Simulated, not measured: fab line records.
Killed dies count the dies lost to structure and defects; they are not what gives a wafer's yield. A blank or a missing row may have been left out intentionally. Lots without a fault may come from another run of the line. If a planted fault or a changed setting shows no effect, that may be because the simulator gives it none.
A lot that was struck, set against a sound lot	flow n5Finfet	21 steps out of a route of 1938
Sound: these wafers, L184.1, L184.4, L184.5. Wafers struck: L192.2, L192.3, L192.6. At the end, the cause is stated.
Order at every step that has rows: each side's tool, ch and its chambers, its first start. Under that, the readings that differ: sound wafers	struck wafers	difference of the means	sigmas: that difference in standard deviations of wafers without a fault.
alike: readings whose means differ by less than 2 such deviations, and words and numbers that are the same on both sides. not compared: withheld readings, readings that some wafer has no value for, bounds like >300 that may hide the same value, and numbers for which the record gives no deviation and whose values overlap.
A row with sigmas, a row that says differs or no value, or rows on one side alone: a step with any of these is where the two part. Non-overlapping numbers with no deviation appear without sigmas and do not part them. Lack of a reading on every wafer of one side parts them only where that side has two or more wafers.

first, 6 steps without rows for these wafers: N5_BEOL_M2_COAT_05 (resist thk 30 nm); N5_BEOL_M2_EBR_07; N5_BEOL_M2_SOFTBAKE_06 (time 60 s); N5_BEOL_M2_EXPOSE_08 (exposes mask M2); N5_BEOL_M2_PEB_09 (peb time 60 s); N5_BEOL_M2_DEVELOP_10 (develop time 30 s).
N5_BEOL_M2_CD_MEAS_11: target cd 16.79 nm.
  sound on cdSem-02 ch 0, day 8 12:21; struck on cdSem-02 ch 0, day 10 01:18
  alike: cdNm
N5_BEOL_M2_OVL_MEAS_12:
  sound on overlay-01 ch 0, day 8 12:23; struck on overlay-02 ch 0, day 10 01:20
  alike: M2_OVL
N5_BEOL_M2_INSPECT_13: inspects for defects (brightfield).
  struck on defectInspect-02, day 10 01:23; sound on defectInspect-02, day 8 12:26
reading	sound	struck	difference	sigmas
rawDefectCount	542 775 663	359 340 383	-299	-3
N5_BEOL_M2_DESCUM_16: chemistry O2, time 7 s.
  sound on rieDiel-02 ch 0,3, day 8 12:47; struck on rieDiel-04 ch 0,1,2, day 10 01:26
  alike: drypumpMotorCurrentA, o2FlowSccm, oesProductAu, rfVppV, showerheadPlenumPTorr, tempC, throttleValvePct
  not compared: rfHoursCounterH
N5_BEOL_M2_ETCH_74: etches underlayer in N2/H2, target depth 6.5 nm, time 5.2 s.
  sound on rieDiel-02 ch 0,3, day 8 12:49; struck on rieDiel-04 ch 0,1,2, day 10 01:28
reading	sound	struck	difference	sigmas
rfVppV (V)	527.5 524.9 529.3	523.8 520.9 519.7	-5.8	-2
  alike: biasW, chamberPressureMTorr, drypumpMotorCurrentA, etchRfOnTimeS, oesProductAu, showerheadPlenumPTorr, throttleValvePct
  not compared: rfHoursCounterH
N5_BEOL_M2_ETCH_63: etches SiARC in CF4, target depth 15.6 nm, time 26 s.
  sound on rieDiel-02 ch 0,3, day 8 12:50; struck on rieDiel-04 ch 0,1,2, day 10 01:29
  alike: biasW, cf4FlowSccm, drypumpMotorCurrentA, etchRfOnTimeS, mfcArSccm, oesProductAu, rfVppV, showerheadPlenumPTorr, throttleValvePct
  not compared: rfHoursCounterH
N5_BEOL_M2_ETCH_64: etches SOC in N2/H2, target depth 75 nm, overetch 22.5 nm, time 121.9 s.
  sound on rieDiel-02 ch 0,3, day 8 12:52; struck on rieDiel-04 ch 0,1,2, day 10 01:31
  no value came back on the struck wafers for any of 8 readings (biasW (W), chamberPressureMTorr (mTorr) and others); on the sound wafers biasW (W) reads 149.5 149.5 149.5
reading	sound	struck	difference	sigmas
model.SiARC_of_BEOL_M2_COAT_62.thkNm (nm)	6.2 6.4 6.2	12 12 12	+6	
model.underlayer_of_BEOL_M2_COAT_73.thkNm (nm)	0 0 0	5 5 5	+5	
  not compared: rfHoursCounterH
then, 2 steps without rows for these wafers: N5_BEOL_M2_STRIP_65 (strips in N2/H2); N5_BEOL_M2_STRIP_75 (strips in N2/H2).
N5_BEOL_M2_STRIP_66: strips in CF4.
  sound on rieDiel-02 ch 0,3, day 8 13:00; struck on rieDiel-04 ch 0,1,2, day 10 01:38
  alike: drypumpMotorCurrentA, oesProductAu, powerW, rfVppV, showerheadPlenumPTorr, throttleValvePct
  not compared: rfHoursCounterH
N5_BEOL_M2_HM_OPEN_17: chemistry Cl2/BCl3, target TiN, target depth 20 nm, overetch 6 nm.
  sound on rieMetal-03 ch 0, day 8 13:02; struck on rieMetal-01 ch 0,1, day 10 01:41
reading	sound	struck	difference	sigmas
oesProductAu (a.u.)	0.77 0.77 0.76	0.29 0.29 0.29	-0.48	-6
throttleValvePct (%)	22.25 22.24 22.25	22.60 22.89 22.89	+0.55	+3
  alike: bcl3FlowSccm, drypumpMotorCurrentA, heBacksideLeakSccm, mfcArSccm
  not compared: rfHoursCounterH
N5_BEOL_M2_STRIP_19: strips in O2.
  sound on rieDiel-04 ch 0,1,2, day 8 13:10; struck on rieDiel-04 ch 0,1,2, day 10 01:47
  alike: drypumpMotorCurrentA, o2FlowSccm, oesProductAu, rfVppV, showerheadPlenumPTorr, tempC, throttleValvePct
  not compared: rfHoursCounterH
N5_BEOL_M2_CD_MEAS_18: pitch 36 nm, target cd 18 nm.
  struck on cdSem-01, day 10 01:52; sound on cdSem-02, day 8 13:14
reading	sound	struck	difference	sigmas
cdNm (nm)	17.78 17.93 17.94	- - -	no value on the struck wafers	
then, 1 step without rows for these wafers: N5_BEOL_M2_COAT_67 (time 60 s, resist thk 60 nm).
N5_BEOL_M4_RC_MEAS_101:
  the record has rows for the sound wafers here (prober-02 ch 0, day 9 23:12) and none for the struck ones

## WHERE THEY PART
At N5_BEOL_M2_INSPECT_13 first; at N5_BEOL_M4_RC_MEAS_101 last (within this record only).

WHY: whatever the simulator had introduced
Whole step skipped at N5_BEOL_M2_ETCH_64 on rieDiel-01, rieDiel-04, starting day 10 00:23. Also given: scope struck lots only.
